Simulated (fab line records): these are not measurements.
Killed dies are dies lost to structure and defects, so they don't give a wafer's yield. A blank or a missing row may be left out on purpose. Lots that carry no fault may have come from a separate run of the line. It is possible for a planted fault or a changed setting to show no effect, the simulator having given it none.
fab line records | flow nand-harc
record lots=6 | wafers=18 | last-day=33
route steps=1302 shown P_M1@306 P_M2@318 END@1302
lots that met no fault: from a run of the same line without faults
start-h: hours from the record's first day to the start of the lot's first wafer shown | wait-h: hours from the lot's prior step to this one | " same as the row above | L1.1+2: a single row standing in for several wafers | - no value, or no start was given | * or withheld: withheld | < > ~ a bound
route shown NAME@n: a module of which the file shows steps, and the number in the route of the first | usual: mean and standard deviation over wafers with no fault | same: alike in all rows | chamber/n: place in a boat | sites: readings site by site | _std_site: the values' standard deviation | _edge_site: outer sites' mean less inner sites' | radius-mm: how far each site lies from the wafer's centre | mask NAME#n: copy n | behind: the most recent tool/chamber to have shaped the wafer | hold: why the lot went on hold/how many hours it stayed there/how the hold came to an end | device: which transistor (n, p or np) failed to switch | end of line: the tests these same wafers got at the end of their route | a step without rows: its recipe alone | killed: at the first sort, the dies lost to defects and structure; wafer yield is something else | map: a wafer's dies, marking killed ones x, the rest . and places with no die _
set.NAME: the setting that was run; set.NAME@STEP: the one run at that earlier step | model.NAME: the simulator's own value behind a step, which no gauge read
lots at selected steps of the route; one table per step, one row per wafer
services: the hour from which a tool's chamber was out of use, counted from the record's first day as start-h (under 0 if before that day), plus the number of hours and why
## steps
# step NHARC_P_M1_PRE_CLEAN_30
# recipe time-s=30 | temp-c=280 | gas=H2/He
# step NHARC_P_M1_PVD_20
# recipe target-thk-a=50 | bias-v=168.6 | power-w=15000 | chamber-pressure-pa=0.12 | time-s=8.06 | substrate-temp-c=50 | material=TaN
# step NHARC_P_M1_PVD_21
# recipe target-thk-a=300 | chamber-pressure-pa=5 | power-w=5000 | substrate-temp-c=30 | time-s=20.49 | material=Cu
# usual throttle-valve-pct=29.8/0.77
lot.wafer | tool           | chamber | start-h | wait-h | throttle-valve-pct
L665.4    | pvd-sputter-01 | -       | -       | -      | 28.5
L665.5    | "              | -       | "       | "      | 29.7
L665.6    | "              | -       | "       | "      | 28.9
L667.1    | pvd-sputter-02 | -       | -       | -      | 29.4
L667.3    | "              | -       | "       | "      | 30.2
L667.5    | "              | -       | "       | "      | 30.6
L675.2    | pvd-sputter-03 | -       | -       | -      | 29.9
L675.1    | "              | -       | "       | "      | 28.9
L675.5    | "              | -       | "       | "      | 29.3
L678.2    | pvd-sputter-01 | -       | -       | -      | 30.8
L678.1    | "              | -       | "       | "      | 29.8
L678.5    | "              | -       | "       | "      | 29.2
L680.1    | pvd-sputter-01 | -       | -       | -      | 28.6
L680.2    | "              | -       | "       | "      | 31.2
L680.3    | "              | -       | "       | "      | 29.3
L682.1    | pvd-sputter-03 | -       | -       | -      | 30.8
L682.4    | "              | -       | "       | "      | 29.5
L682.3    | "              | -       | "       | "      | 29.1
# step NHARC_P_M1_ECD_22
# recipe target-thk-a=4000 | bath-temp-c=25 | material=Cu
# step NHARC_P_M1_ANNEAL_31
# recipe temp-c=225 | time-s=90
# step NHARC_P_M1_CMP_23
# recipe t-overpolish-s=20 | target-thk-nm=157.82
# usual edge-zone-pressure-frac=1.000/0.0045 | motor-current-A=11.7/1.6 | retaining-ring-pressure-frac=1.000/0.0047 | time-to-endpoint-s=27.9/2.3
# same t-overpolish-s=20
lot.wafer | tool   | chamber | start-h | wait-h | edge-zone-pressure-frac | motor-current-A | retaining-ring-pressure-frac | time-to-endpoint-s
L665.4    | cmp-01 | 0       | 170.19  | -      | 1.002                   | 11.0            | 1.002                        | 25.2
L665.6    | "      | 1       | "       | "      | 1.008                   | 10.3            | 1.001                        | 27.0
L665.5    | "      | 2       | "       | "      | 0.996                   | 8.5             | 0.994                        | 26.9
L667.3    | cmp-02 | 0       | 185.19  | -      | 0.995                   | 12.6            | 0.997                        | 26.2
L667.1    | "      | 1       | "       | "      | 1.008                   | 11.3            | 0.996                        | 29.7
L667.5    | "      | 3       | "       | "      | 1.006                   | 10.9            | 0.994                        | 25.7
L675.1    | cmp-02 | 3       | 274.51  | -      | 1.004                   | 11.1            | 1.007                        | 24.9
L675.2    | "      | 0       | "       | "      | 1.002                   | 12.6            | 0.997                        | 26.1
L675.5    | "      | 0       | "       | "      | 1.001                   | 12.1            | 1.001                        | 23.6
L678.2    | cmp-01 | 3       | 290.32  | -      | 1.012                   | 13.7            | 0.995                        | 26.0
L678.1    | "      | 0       | "       | "      | 0.993                   | 11.8            | 0.999                        | 28.0
L678.5    | "      | 2       | "       | "      | 1.009                   | 9.1             | 0.999                        | 30.0
L680.1    | cmp-02 | 1       | 323.68  | -      | 0.994                   | 11.0            | 1.006                        | 27.6
L680.3    | "      | 3       | "       | "      | 1.005                   | 10.4            | 1.002                        | 25.5
L680.2    | "      | 0       | "       | "      | 1.002                   | 12.5            | 1.001                        | 25.5
L682.4    | cmp-02 | 0       | 341.93  | -      | 1.002                   | 11.6            | 0.994                        | 29.5
L682.1    | "      | 2       | "       | "      | 0.996                   | 14.2            | 1.000                        | 31.0
L682.3    | "      | 3       | "       | "      | 1.005                   | 10.5            | 1.003                        | 30.2
# step NHARC_P_M1_THK_MEAS_24
# recipe thk-meas-gauge=xrf
# usual thk-nm=157.9/1.3
lot.wafer | tool          | chamber | start-h | wait-h | thk-nm
L665.4    | film-metro-01 | -       | 170.42  | -      | 160.9
L665.5    | "             | -       | "       | "      | 158.8
L665.6    | "             | -       | "       | "      | 159.7
L667.1    | film-metro-01 | -       | 185.45  | -      | 158.0
L667.3    | "             | -       | "       | "      | 155.7
L667.5    | "             | -       | "       | "      | 157.2
L675.1    | film-metro-02 | -       | 274.83  | -      | 156.7
L675.2    | "             | -       | "       | "      | 156.0
L675.5    | "             | -       | "       | "      | 156.4
L678.1    | film-metro-02 | -       | 290.58  | -      | 161.7
L678.2    | "             | -       | "       | "      | 159.7
L678.5    | "             | -       | "       | "      | 160.8
L680.1    | film-metro-01 | -       | 323.99  | -      | 159.4
L680.2    | "             | -       | "       | "      | 157.8
L680.3    | "             | -       | "       | "      | 157.0
L682.1    | film-metro-01 | -       | 342.24  | -      | 156.2
L682.3    | "             | -       | "       | "      | 157.1
L682.4    | "             | -       | "       | "      | 155.9
# step NHARC_P_M1_SRD_25
# step NHARC_P_M1_INSPECT_27
# usual raw-defect-count=339/130
lot.wafer | tool              | chamber | start-h | wait-h | raw-defect-count
L665.4    | defect-inspect-02 | -       | 170.58  | 0.0    | 339
L665.5    | "                 | -       | "       | "      | 454
L665.6    | "                 | -       | "       | "      | 348
L667.1    | defect-inspect-01 | -       | 185.60  | 0.0    | 241
L667.3    | "                 | -       | "       | "      | 187
L667.5    | "                 | -       | "       | "      | 443
L675.1    | defect-inspect-01 | -       | 274.98  | 0.0    | 229
L675.2    | "                 | -       | "       | "      | 294
L675.5    | "                 | -       | "       | "      | 248
L678.1    | defect-inspect-01 | -       | 290.73  | 0.0    | 552
L678.2    | "                 | -       | "       | "      | 344
L678.5    | "                 | -       | "       | "      | 426
L680.1    | defect-inspect-02 | -       | 324.15  | 0.0    | 350
L680.2    | "                 | -       | "       | "      | 622
L680.3    | "                 | -       | "       | "      | 704
L682.1    | defect-inspect-02 | -       | 342.40  | 0.0    | 345
L682.3    | "                 | -       | "       | "      | 383
L682.4    | "                 | -       | "       | "      | 378
# step NHARC_P_M1_PRE_CLEAN_32
# recipe time-s=12 | temp-c=370 | rf-power-w=300 | gas=NH3
# usual heater-power-w=626/56
lot.wafer | tool     | chamber | start-h | wait-h | heater-power-w
L665.6    | pecvd-01 | 0       | 170.68  | 0.1    | 651
L665.4    | "        | 1       | "       | "      | 623
L665.5    | "        | 2       | "       | "      | 583
L667.3    | pecvd-02 | 2       | 185.67  | 0.1    | 686
L667.1    | "        | 0       | "       | "      | 554
L667.5    | "        | 2       | "       | "      | 693
L675.2    | pecvd-01 | 0       | 275.05  | 0.1    | 610
L675.1    | "        | 2       | "       | "      | 635
L675.5    | "        | 1       | "       | "      | 647
L678.1    | pecvd-02 | 1       | 290.80  | 0.1    | 638
L678.2    | "        | 0       | "       | "      | 600
L678.5    | "        | 0       | "       | "      | 599
L680.2    | pecvd-02 | 1       | 324.25  | 0.1    | 596
L680.3    | "        | 2       | "       | "      | 639
L680.1    | "        | 0       | "       | "      | 601
L682.3    | pecvd-01 | 2       | 342.47  | 0.1    | 711
L682.1    | "        | 1       | "       | "      | 689
L682.4    | "        | 1       | "       | "      | 690
# step NHARC_P_M1_DEP_33
# recipe target-thk-a=300 | temp-c=370 | target-thk-nm=30 | pressure-torr=3 | flow-sccm=200 | rf-w=450 | material=SiCN
# usual heater-power-w=570/63
lot.wafer | tool     | chamber | start-h | wait-h | heater-power-w
L665.6    | pecvd-01 | 0       | 170.85  | 0.2    | 631
L665.4    | "        | 1       | "       | "      | 600
L665.5    | "        | 2       | "       | "      | 627
L667.3    | pecvd-02 | 2       | 185.75  | 0.1    | 541
L667.1    | "        | 0       | "       | "      | 521
L667.5    | "        | 2       | "       | "      | 535
L675.2    | pecvd-01 | 0       | 275.13  | 0.1    | 539
L675.1    | "        | 2       | "       | "      | 600
L675.5    | "        | 1       | "       | "      | 599
L678.1    | pecvd-02 | 1       | 290.88  | 0.1    | 572
L678.2    | "        | 0       | "       | "      | 520
L678.5    | "        | 0       | "       | "      | 494
L680.2    | pecvd-02 | 1       | 324.33  | 0.1    | 547
L680.3    | "        | 2       | "       | "      | 551
L680.1    | "        | 0       | "       | "      | 548
L682.3    | pecvd-01 | 2       | 342.54  | 0.1    | 665
L682.1    | "        | 1       | "       | "      | 617
L682.4    | "        | 1       | "       | "      | 621
# step NHARC_P_M2_DEP_00
# recipe target-thk-a=1825 | target-thk-nm=182.5 | temp-c=withheld | pressure-torr=5 | flow-sccm=200 | rf-w=600 | material=SiOC
lot.wafer  | tool     | chamber | start-h | wait-h
L665.6+4+5 | pecvd-04 | 1,2,0   | 171.27  | -
L667.3+1+5 | pecvd-04 | 2,0,2   | 186.21  | -
L675.2+1+5 | pecvd-02 | 2,0,1   | 275.55  | -
L678.2+1+5 | pecvd-04 | 2,1,1   | 291.29  | -
L680.3+1+2 | pecvd-04 | 0,1,2   | 324.74  | -
L682.1+3+4 | pecvd-02 | 2,1,0   | 342.96  | -
# step NHARC_P_M2_DEHYDRATE_01
# recipe temp-c=150 | time-s=120
# step NHARC_P_M2_HMDS_02
# recipe time-s=30
# step NHARC_P_M2_COAT_34
# recipe temp-c=200 | time-s=65
# step NHARC_P_M2_COAT_03
# recipe spin-rpm=1500 | resist-thk-nm=90
# step NHARC_P_M2_SOFTBAKE_04
# recipe temp-c=105 | time-s=55
# step NHARC_P_M2_EBR_05
# step NHARC_P_M2_EXPOSE_06
# recipe na=1.35 | target-cd-nm=170 | dose-mj=80.78 | mask-id=P_M2
# step NHARC_P_M2_PEB_07
# recipe peb-temp-c=100 | peb-time-s=65
# step NHARC_P_M2_DEVELOP_08
# recipe develop-time-s=35 | dev-temp-c=23
# step NHARC_P_M2_CD_MEAS_09
# recipe target-cd-nm=170 | landing-energy-ev=500
# usual cd-nm=170.2/0.47
# same landing-energy-ev=500
lot.wafer | tool      | chamber | start-h | wait-h | cd-nm
L665.4    | cd-sem-03 | 0       | 171.97  | -      | 169.4
L665.5    | "         | 0       | "       | "      | 170.1
L665.6    | "         | 0       | "       | "      | 169.9
L667.1    | cd-sem-02 | 0       | 187.00  | -      | 170.6
L667.3    | "         | 0       | "       | "      | 170.2
L667.5    | "         | 0       | "       | "      | 170.0
L675.1    | cd-sem-01 | 0       | 276.25  | -      | 170.0
L675.2    | "         | 0       | "       | "      | 171.2
L675.5    | "         | 0       | "       | "      | 170.4
L678.1    | cd-sem-03 | 0       | 292.15  | -      | 170.5
L678.2    | "         | 0       | "       | "      | 170.2
L678.5    | "         | 0       | "       | "      | 169.8
L680.1    | cd-sem-02 | 0       | 325.46  | -      | 170.6
L680.2    | "         | 0       | "       | "      | 169.9
L680.3    | "         | 0       | "       | "      | 170.0
L682.1    | cd-sem-02 | 0       | 343.80  | -      | 169.7
L682.3    | "         | 0       | "       | "      | 169.5
L682.4    | "         | 0       | "       | "      | 170.5
# step NHARC_P_M2_OVL_MEAS_10
# recipe pitch-nm=340
# usual overlay-x-nm=0.1/0.78 | overlay-y-nm=0.0/0.91
lot.wafer | tool       | chamber | start-h | wait-h | overlay-x-nm | overlay-y-nm
L665.4    | overlay-01 | -       | 172.06  | -      | -0.5         | -0.3
L665.5    | "          | -       | "       | "      | -1.0         | 0.0
L665.6    | "          | -       | "       | "      | -0.5         | -0.6
L667.1    | overlay-01 | -       | 187.09  | -      | -1.1         | -0.4
L667.3    | "          | -       | "       | "      | -1.1         | -0.4
L667.5    | "          | -       | "       | "      | -1.5         | -0.4
L675.1    | overlay-02 | -       | 276.34  | -      | -0.1         | 0.0
L675.2    | "          | -       | "       | "      | 0.1          | -0.3
L675.5    | "          | -       | "       | "      | 0.2          | -0.6
L678.1    | overlay-01 | -       | 292.24  | -      | 1.0          | -0.7
L678.2    | "          | -       | "       | "      | 1.3          | -0.2
L678.5    | "          | -       | "       | "      | 0.7          | -0.8
L680.1    | overlay-01 | -       | 325.54  | -      | -0.6         | -1.4
L680.2    | "          | -       | "       | "      | -0.8         | -1.5
L680.3    | "          | -       | "       | "      | -0.4         | -1.4
L682.1    | overlay-02 | -       | 343.89  | -      | -0.3         | 1.1
L682.3    | "          | -       | "       | "      | -0.3         | 0.5
L682.4    | "          | -       | "       | "      | 0.2          | 0.9
# step NHARC_P_M2_INSPECT_11
# usual raw-defect-count=5/3.6
lot.wafer | tool              | chamber | start-h | wait-h | raw-defect-count
L665.4    | defect-inspect-01 | -       | 172.09  | 0.0    | 14
L665.5    | "                 | -       | "       | "      | 7
L665.6    | "                 | -       | "       | "      | 6
L667.1    | defect-inspect-01 | -       | 187.12  | 0.0    | 8
L667.3    | "                 | -       | "       | "      | 2
L667.5    | "                 | -       | "       | "      | 1
L675.1    | defect-inspect-01 | -       | 276.38  | 0.0    | 2
L675.2    | "                 | -       | "       | "      | 1
L675.5    | "                 | -       | "       | "      | 2
L678.1    | defect-inspect-02 | -       | 292.27  | 0.0    | 3
L678.2    | "                 | -       | "       | "      | 6
L678.5    | "                 | -       | "       | "      | 5
L680.1    | defect-inspect-02 | -       | 325.58  | 0.0    | 7
L680.2    | "                 | -       | "       | "      | 9
L680.3    | "                 | -       | "       | "      | 4
L682.1    | defect-inspect-01 | -       | 343.92  | 0.0    | 2
L682.3    | "                 | -       | "       | "      | 5
L682.4    | "                 | -       | "       | "      | 1
# step NHARC_P_M2_DESCUM_14
# recipe time-s=3 | o2-flow-sccm=200 | ar-flow-sccm=0 | bias-power-w=0 | chemistry=O2
# step NHARC_P_M2_ETCH_35
# recipe target-depth-a=400 | overetch-a=120 | time-s=43.94 | ion-energy-ev=200 | n2-flow-sccm=150 | h2-flow-sccm=150 | ar-flow-sccm=0 | rf-w=400 | bias-w=150 | chemistry=N2/H2
# step NHARC_P_M2_ETCH_15
# recipe target-depth-a=1825 | time-s=91.2 | c4f8-flow-sccm=withheld | ar-flow-sccm=400 | rf-w=600 | bias-w=300 | chemistry=C4F8/Ar
# step NHARC_P_M2_CD_MEAS_16
# usual cd-nm=170.1/0.68
lot.wafer | tool      | chamber | start-h | wait-h | cd-nm
L665.4    | cd-sem-03 | -       | 172.47  | -      | 169.0
L665.5    | "         | -       | "       | "      | 169.7
L665.6    | "         | -       | "       | "      | 169.9
L667.1    | cd-sem-01 | -       | 187.49  | -      | 170.4
L667.3    | "         | -       | "       | "      | 170.1
L667.5    | "         | -       | "       | "      | 170.3
L675.1    | cd-sem-03 | -       | 276.74  | -      | 169.8
L675.2    | "         | -       | "       | "      | 170.8
L675.5    | "         | -       | "       | "      | 170.3
L678.1    | cd-sem-02 | -       | 292.65  | -      | 171.0
L678.2    | "         | -       | "       | "      | 170.2
L678.5    | "         | -       | "       | "      | 169.7
L680.1    | cd-sem-03 | -       | 325.94  | -      | 170.1
L680.2    | "         | -       | "       | "      | 170.1
L680.3    | "         | -       | "       | "      | 169.6
L682.1    | cd-sem-01 | -       | 344.33  | -      | 169.4
L682.3    | "         | -       | "       | "      | 168.9
L682.4    | "         | -       | "       | "      | 169.9
# step NHARC_P_M2_STRIP_18
# recipe power-w=1000 | n2-flow-sccm=150 | h2-flow-sccm=150 | ar-flow-sccm=0 | bias-w=0 | chemistry=N2/H2
# step NHARC_P_M2_ETCH_28
# recipe target-depth-a=300 | over-etch-frac=0.3 | time-s=72.99 | ion-energy-ev=150 | cf4-flow-sccm=50 | n2-flow-sccm=100 | ar-flow-sccm=150 | rf-w=300 | bias-w=100 | chemistry=CF4/N2
# step NHARC_P_M2_STRIP_19
# recipe time-s=600 | temp-c=30 | chemistry=post-etch-residue-remover
# step NHARC_P_M2_DEGAS_29
# recipe temp-c=250 | time-s=60
# step NHARC_P_M2_PRE_CLEAN_30
# recipe time-s=30 | temp-c=280 | gas=H2/He
# usual heater-power-w=391/20
lot.wafer | tool           | chamber | start-h | wait-h | heater-power-w
L665.4    | pvd-sputter-03 | -       | -       | -      | 375
L665.5    | "              | -       | "       | "      | 392
L665.6    | "              | -       | "       | "      | 423
L667.3    | pvd-sputter-01 | -       | -       | -      | 374
L667.1    | "              | -       | "       | "      | 356
L667.5    | "              | -       | "       | "      | 375
L675.1    | pvd-sputter-01 | -       | -       | -      | 384
L675.2    | "              | -       | "       | "      | 366
L675.5    | "              | -       | "       | "      | 357
L678.1    | pvd-sputter-03 | -       | -       | -      | 367
L678.2    | "              | -       | "       | "      | 377
L678.5    | "              | -       | "       | "      | 415
L680.1    | pvd-sputter-03 | -       | -       | -      | 368
L680.3    | "              | -       | "       | "      | 416
L680.2    | "              | -       | "       | "      | 408
L682.1    | pvd-sputter-02 | -       | -       | -      | 371
L682.3    | "              | -       | "       | "      | 415
L682.4    | "              | -       | "       | "      | 409
# step NHARC_P_M2_PVD_20
# recipe target-thk-a=50 | bias-v=168.6 | power-w=15000 | chamber-pressure-pa=0.12 | time-s=8.06 | substrate-temp-c=50 | material=TaN
# step NHARC_P_M2_PVD_21
# recipe target-thk-a=300 | chamber-pressure-pa=5 | power-w=5000 | substrate-temp-c=30 | time-s=20.49 | material=Cu
# step NHARC_P_M2_ECD_22
# recipe target-thk-a=4000 | bath-temp-c=25 | material=Cu
# step NHARC_P_M2_ANNEAL_31
# recipe temp-c=225 | time-s=90
# step NHARC_P_M2_CMP_23
# recipe t-overpolish-s=20 | target-thk-nm=144.3
# step NHARC_P_M2_SRD_25
# step NHARC_END_SORT_01
# recipe temp-c=25
# usual defect-limited-yield=90.7/3 | killed-at-array=58/20 | killed-at-other=0.9/1.4 | killed-at-periphery=4/3.1 | killed-dies=63/20 | killed-open=3.3/1.8 | killed-short=2.4/1.5
# same gross-dies=677
lot.wafer | tool      | chamber | start-h | wait-h | defect-limited-yield[%] | killed-at-array | killed-at-other | killed-at-periphery | killed-dies | killed-open | killed-short
L665.4    | prober-01 | 0       | 616.33  | 3.4    | 0                       | 84              | 1               | 592                 | 677         | 1           | 2
L665.5    | prober-01 | 0       | 617.13  | 3.7    | 0                       | 85              | 0               | 592                 | 677         | 5           | 2
L665.6    | prober-01 | 0       | 617.94  | 4.0    | 88.0                    | 78              | 1               | 2                   | 81          | 1           | 4
L667.3    | prober-02 | 0       | 634.94  | 3.1    | 95.7                    | 26              | 1               | 2                   | 29          | 2           | 4
L667.5    | prober-02 | 0       | 636.54  | 3.7    | 0                       | 25              | 0               | 652                 | 677         | 3           | 1
L675.1    | prober-01 | 0       | 730.37  | 2.6    | 90.4                    | 60              | 1               | 4                   | 65          | 4           | 2
L675.2    | prober-01 | 0       | 731.19  | 2.9    | 90.5                    | 60              | 0               | 4                   | 64          | 3           | 2
L675.5    | prober-01 | 0       | 733.62  | 3.8    | 91.1                    | 55              | 1               | 4                   | 60          | 4           | 3
# killed by level:class
L665.4 P_M2:area-dep=584 A_CHANNEL_HOLE_D2:chamber-film-flake=37 A_CHANNEL_HOLE_D1:chamber-film-flake=35 P_GATE:chamber-film-flake=4 A_CHANNEL_FILL_D2:chamber-film-flake=4 P_STI:chamber-film-flake=3 A_CHANNEL_FILL_D1:chamber-film-flake=3 A_ONON_D1:geometric-particle:short=1
L665.5 P_M2:area-dep=586 A_CHANNEL_HOLE_D2:chamber-film-flake=38 A_CHANNEL_HOLE_D1:chamber-film-flake=28 P_GATE:chamber-film-flake=4 A_CHANNEL_FILL_D1:chamber-film-flake=4 A_CONTACT:chamber-film-flake=3 A_DECK1_JOINT:geometric-particle:open=2 P_STI:chamber-film-flake=2
L665.6 A_CHANNEL_HOLE_D2:chamber-film-flake=34 A_CHANNEL_HOLE_D1:chamber-film-flake=24 A_CHANNEL_FILL_D1:chamber-film-flake=4 A_CHANNEL_FILL_D2:chamber-film-flake=3 A_STAIRCASE:chamber-film-flake=3 A_SLIT:chamber-film-flake=3 A_CHANNEL_HOLE_D1:geometric-particle:short=2 A_CHANNEL_FILL_D1:geometric-particle:short=2
L667.3 A_CHANNEL_HOLE_D2:chamber-film-flake=9 A_CONTACT:chamber-film-flake=4 A_CHANNEL_HOLE_D1:chamber-film-flake=2 A_WL_FILL:chamber-film-flake=2 A_M1:chamber-film-flake=2 P_CONTACT:geometric-particle:open=1 P_M0:geometric-particle:open=1 A_SOURCE_PLATE:geometric-particle:short=1
L667.5 P_M2:area-dep=651 A_CHANNEL_HOLE_D2:chamber-film-flake=5 A_CONTACT:chamber-film-flake=5 A_CHANNEL_HOLE_D1:chamber-film-flake=4 A_SLIT:chamber-film-flake=3 A_DECK1_JOINT:chamber-film-flake=2 P_M0:geometric-particle:open=1 A_ONON_D1:geometric-particle:short=1
L675.1 A_SLIT:chamber-film-flake=34 A_CHANNEL_HOLE_D1:chamber-film-flake=10 A_STAIRCASE:chamber-film-flake=5 A_CONTACT:chamber-film-flake=5 P_M1:geometric-particle:open=2 A_CHANNEL_HOLE_D2:chamber-film-flake=2 P_GATE:geometric-particle:open=1 A_ONON_D1:geometric-particle:short=1
L675.2 A_SLIT:chamber-film-flake=23 A_CHANNEL_HOLE_D1:chamber-film-flake=18 A_CONTACT:chamber-film-flake=8 A_STAIRCASE:chamber-film-flake=4 P_GATE:geometric-particle:open=1 P_CONTACT:geometric-particle:open=1 A_ONON_D2:geometric-particle:short=1 A_CHANNEL_FILL_D2:geometric-particle:open=1
L675.5 A_SLIT:chamber-film-flake=23 A_CHANNEL_HOLE_D1:chamber-film-flake=11 A_CONTACT:chamber-film-flake=8 A_DECK1_JOINT:chamber-film-flake=3 P_CONTACT:geometric-particle:open=2 A_WL_FILL:geometric-particle:short=2 A_CHANNEL_HOLE_D2:chamber-film-flake=2 A_STAIRCASE:chamber-film-flake=2
# map L665.4 (x killed, . not)
____________x____________
_________xxxxxxx_________
_______xxxxxxxxxxx_______
______xxxxxxxxxxxxx______
_____xxxxxxxxxxxxxxx_____
____xxxxxxxxxxxxxxxxx____
____xxxxxxxxxxxxxxxxx____
___xxxxxxxxxxxxxxxxxxx___
___xxxxxxxxxxxxxxxxxxx___
__xxxxxxxxxxxxxxxxxxxxx__
__xxxxxxxxxxxxxxxxxxxxx__
_xxxxxxxxxxxxxxxxxxxxxxx_
_xxxxxxxxxxxxxxxxxxxxxxx_
_xxxxxxxxxxxxxxxxxxxxxxx_
_xxxxxxxxxxxxxxxxxxxxxxx_
_xxxxxxxxxxxxxxxxxxxxxxx_
xxxxxxxxxxxxxxxxxxxxxxxxx
xxxxxxxxxxxxxxxxxxxxxxxxx
xxxxxxxxxxxxxxxxxxxxxxxxx
xxxxxxxxxxxxxxxxxxxxxxxxx
xxxxxxxxxxxxxxxxxxxxxxxxx
_xxxxxxxxxxxxxxxxxxxxxxx_
_xxxxxxxxxxxxxxxxxxxxxxx_
_xxxxxxxxxxxxxxxxxxxxxxx_
_xxxxxxxxxxxxxxxxxxxxxxx_
_xxxxxxxxxxxxxxxxxxxxxxx_
__xxxxxxxxxxxxxxxxxxxxx__
__xxxxxxxxxxxxxxxxxxxxx__
___xxxxxxxxxxxxxxxxxxx___
___xxxxxxxxxxxxxxxxxxx___
____xxxxxxxxxxxxxxxxx____
____xxxxxxxxxxxxxxxxx____
_____xxxxxxxxxxxxxxx_____
______xxxxxxxxxxxxx______
_______xxxxxxxxxxx_______
_________xxxxxxx_________
____________x____________
# map L667.5 (x killed, . not)
____________x____________
_________xxxxxxx_________
_______xxxxxxxxxxx_______
______xxxxxxxxxxxxx______
_____xxxxxxxxxxxxxxx_____
____xxxxxxxxxxxxxxxxx____
____xxxxxxxxxxxxxxxxx____
___xxxxxxxxxxxxxxxxxxx___
___xxxxxxxxxxxxxxxxxxx___
__xxxxxxxxxxxxxxxxxxxxx__
__xxxxxxxxxxxxxxxxxxxxx__
_xxxxxxxxxxxxxxxxxxxxxxx_
_xxxxxxxxxxxxxxxxxxxxxxx_
_xxxxxxxxxxxxxxxxxxxxxxx_
_xxxxxxxxxxxxxxxxxxxxxxx_
_xxxxxxxxxxxxxxxxxxxxxxx_
xxxxxxxxxxxxxxxxxxxxxxxxx
xxxxxxxxxxxxxxxxxxxxxxxxx
xxxxxxxxxxxxxxxxxxxxxxxxx
xxxxxxxxxxxxxxxxxxxxxxxxx
xxxxxxxxxxxxxxxxxxxxxxxxx
_xxxxxxxxxxxxxxxxxxxxxxx_
_xxxxxxxxxxxxxxxxxxxxxxx_
_xxxxxxxxxxxxxxxxxxxxxxx_
_xxxxxxxxxxxxxxxxxxxxxxx_
_xxxxxxxxxxxxxxxxxxxxxxx_
__xxxxxxxxxxxxxxxxxxxxx__
__xxxxxxxxxxxxxxxxxxxxx__
___xxxxxxxxxxxxxxxxxxx___
___xxxxxxxxxxxxxxxxxxx___
____xxxxxxxxxxxxxxxxx____
____xxxxxxxxxxxxxxxxx____
_____xxxxxxxxxxxxxxx_____
______xxxxxxxxxxxxx______
_______xxxxxxxxxxx_______
_________xxxxxxx_________
____________x____________
## services
tool           | chamber | start-h | hours | kind
pvd-sputter-03 | -       | 146.39  | 2.0   | repair
cmp-01         | -       | 148.33  | 1.7   | repair
cmp-02         | -       | 149.90  | 2.8   | repair
pecvd-02       | 1       | 168.63  | 6.4   | repair
cmp-01         | -       | 185.77  | 4.0   | pm
pvd-sputter-03 | -       | 196.72  | 10.0  | pm
cmp-02         | -       | 212.29  | 1.2   | repair
pecvd-02       | -       | 227.17  | 13.0  | pm
pecvd-02       | 0       | 227.17  | 13.0  | vent-cycle
pecvd-02       | 1       | 227.17  | 13.0  | vent-cycle
pecvd-02       | 2       | 227.17  | 13.0  | vent-cycle
pvd-sputter-01 | -       | 227.30  | 10.0  | pm
cmp-01         | -       | 231.52  | 2.9   | repair
cmp-02         | -       | 232.94  | 4.0   | pm
pvd-sputter-01 | -       | 251.77  | 2.6   | repair
pecvd-01       | -       | 262.52  | 0.3   | repair
pvd-sputter-02 | -       | 262.96  | 3.1   | repair
pecvd-04       | -       | 269.01  | 13.0  | pm
pvd-sputter-02 | -       | 282.00  | 10.0  | pm
cmp-01         | -       | 283.77  | 4.0   | pm
pvd-sputter-02 | -       | 297.71  | 3.8   | repair
pvd-sputter-03 | -       | 306.01  | 0.7   | repair
pecvd-01       | -       | 311.93  | 13.0  | pm
cmp-02         | -       | 330.94  | 4.0   | pm
## key
first-sign step=NHARC_END_SORT_01 | reading=killed-at-periphery | direction=up | sigmas=99+ | usual=4 | struck=612
effect step=NHARC_END_SORT_01 | reading=defect-limited-yield | direction=down | sigmas=31 | usual=90.7 | struck=0
more-kills-born-at NHARC_P_M2_DEP_00@pecvd-04=1821
met-at NHARC_P_M2_DEP_00
struck-wafers L665.4,L665.5,L667.5
later-rows-left-out L665.4,L665.5,L667.5
fault kind=process-parameter-drift | tool=pecvd-04 | chamber=- | onset-h=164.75 | steps=NHARC_P_M2_DEP_00 | channel=target-thk-nm | offset=71.788 | shape=step | end-h=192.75 | scope=struck-wafers-only | acts-in=these-recipes-only | stated=182.5
# later-rows-left-out: the simulator's readings of these wafers behind a module that went badly wrong aren't trusted and aren't shown, but for the sort
